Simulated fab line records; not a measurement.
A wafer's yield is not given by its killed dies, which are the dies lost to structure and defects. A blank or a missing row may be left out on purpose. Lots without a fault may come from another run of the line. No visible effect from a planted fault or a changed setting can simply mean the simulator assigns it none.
2 desks, one fault || flow n5_finfet || numbers are kept per desk, each desk with only its own; the story behind them comes last

## FOR THE TOOL OWNER'S DESK: lpcvd-01
The tool's own readings at N5_DUMMY_GATE_CVD_03 (deposits a-Si from SiH4, target thk 150 nm, time 8042 s): means of the sampled wafers that have a number, for each lot that ran on this tool. The brackets show how far a lot's mean lies from the usual mean; more than 4 standard deviations puts the lot out of limits, marked OUT.
Columns: A = spike_tc_bottom_C at N5_DUMMY_GATE_CVD_03, usual 556.0 C; B = spike_tc_centre_C at N5_DUMMY_GATE_CVD_03, usual 529.7 C; C = spike_tc_top_C at N5_DUMMY_GATE_CVD_03, usual 552.9 C; D = susceptor_temp_C at N5_DUMMY_GATE_CVD_03, usual 529.97 C; E = zone_power_lower_pct at N5_DUMMY_GATE_CVD_03, usual 6.9 %
{"lot": "L287", "first seen here": "day 3 02:36", "A": 560.0, "B": 529.8, "C": 551.3, "D": 530.06, "E": 6.8}
{"lot": "L306", "first seen here": "day 7 19:32", "A": 558.2, "B": 528.6, "C": 551.2, "D": 530.12, "E": 6.8}
{"lot": "L307", "first seen here": "day 8 04:22", "A": 559.5, "B": 529.0, "C": 550.9, "D": 530.03, "E": 6.8}
{"lot": "L308", "first seen here": "day 8 10:40", "A": 550.8, "B": 530.6, "C": 555.4, "D": 529.93, "E": 6.3}
Finding of this desk: none of the 4 lots has anything out of limits.

## AT THE METROLOGY DESK
Means of the sampled wafers that have a number, per lot and without regard to the tool the lot ran on: this is what the gauges read. The brackets show how far a lot's mean lies from the usual mean; more than 4 standard deviations puts the lot out of limits, marked OUT. Readings shown: 7 out of 13 (the first out of limits, and those lying furthest out on some lot).
Columns: A = thk_nm at N5_DUMMY_GATE_THK_MEAS_05, usual 72.4 nm; B = cd_nm at N5_DUMMY_GATE_CD_MEAS_24, usual 15.0 nm; C = IOFF_P at N5_BEOL_M4_RC_MEAS_101, usual 0.23 nA/um; D = ION_N at N5_BEOL_M4_RC_MEAS_101, usual 680 uA/um; E = ION_P at N5_BEOL_M4_RC_MEAS_101, usual 466 uA/um; F = SS_P at N5_BEOL_M4_RC_MEAS_101, usual 73.5 mV/dec; G = VT_P at N5_BEOL_M4_RC_MEAS_101, usual -249 mV
{"lot": "L287", "first seen here": "day 3 06:35", "A": 72.0, "B": 14.4, "C": 0.30, "D": 701, "E": 478, "F": 74.0, "G": -243}
{"lot": "L289", "first seen here": "day 3 19:25", "A": "2.0 (-59) OUT", "B": "-", "C": "-", "D": "-", "E": "-", "F": "-", "G": "-"}
{"lot": "L290", "first seen here": "day 4 01:52", "A": "2.0 (-59) OUT", "B": "-", "C": "-", "D": "-", "E": "-", "F": "-", "G": "-"}
{"lot": "L291", "first seen here": "day 4 08:01", "A": "2.0 (-59) OUT", "B": "-", "C": "-", "D": "-", "E": "-", "F": "-", "G": "-"}
{"lot": "L297", "first seen here": "day 5 18:18", "A": 72.0, "B": 15.8, "C": 0.20, "D": 682, "E": 468, "F": 72.3, "G": -250}
{"lot": "L298", "first seen here": "day 5 23:48", "A": 73.3, "B": 15.1, "C": 0.21, "D": 680, "E": 462, "F": 73.4, "G": -250}
{"lot": "L306", "first seen here": "day 7 23:32", "A": 72.0, "B": 15.0, "C": 0.25, "D": 692, "E": 466, "F": 73.8, "G": -250}
{"lot": "L307", "first seen here": "day 8 10:10", "A": 71.2, "B": 14.8, "C": 0.21, "D": 676, "E": 465, "F": 73.3, "G": -252}
{"lot": "L308", "first seen here": "day 8 16:29", "A": 73.6, "B": 15.4, "C": 0.29, "D": 694, "E": 480, "F": 74.2, "G": -242}
This desk finds L289, L290, L291 out of limits, L289 being first, at day 3 19:25 (thk_nm at N5_DUMMY_GATE_THK_MEAS_05). L287, L297, L298, L306, L307, L308 stayed within limits.

## BROUGHT TOGETHER
The metrology desk could have raised an alarm at day 3 19:25, on L289, L290, L291.
The desk of the tool owner found nothing out of limits.
The tool owner's desk has no number on record for L289, L290, L291.
N5_DUMMY_GATE_CVD_03 was run on lpcvd-01 by each of the lots named.

## WHAT HAD BEEN PUT IN BY THE SIMULATOR
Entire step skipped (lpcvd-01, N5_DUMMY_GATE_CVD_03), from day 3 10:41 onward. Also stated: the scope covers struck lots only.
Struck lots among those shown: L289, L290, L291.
Delay in hours, fault start to first out-of-limits reading, per desk: metrology desk 9.
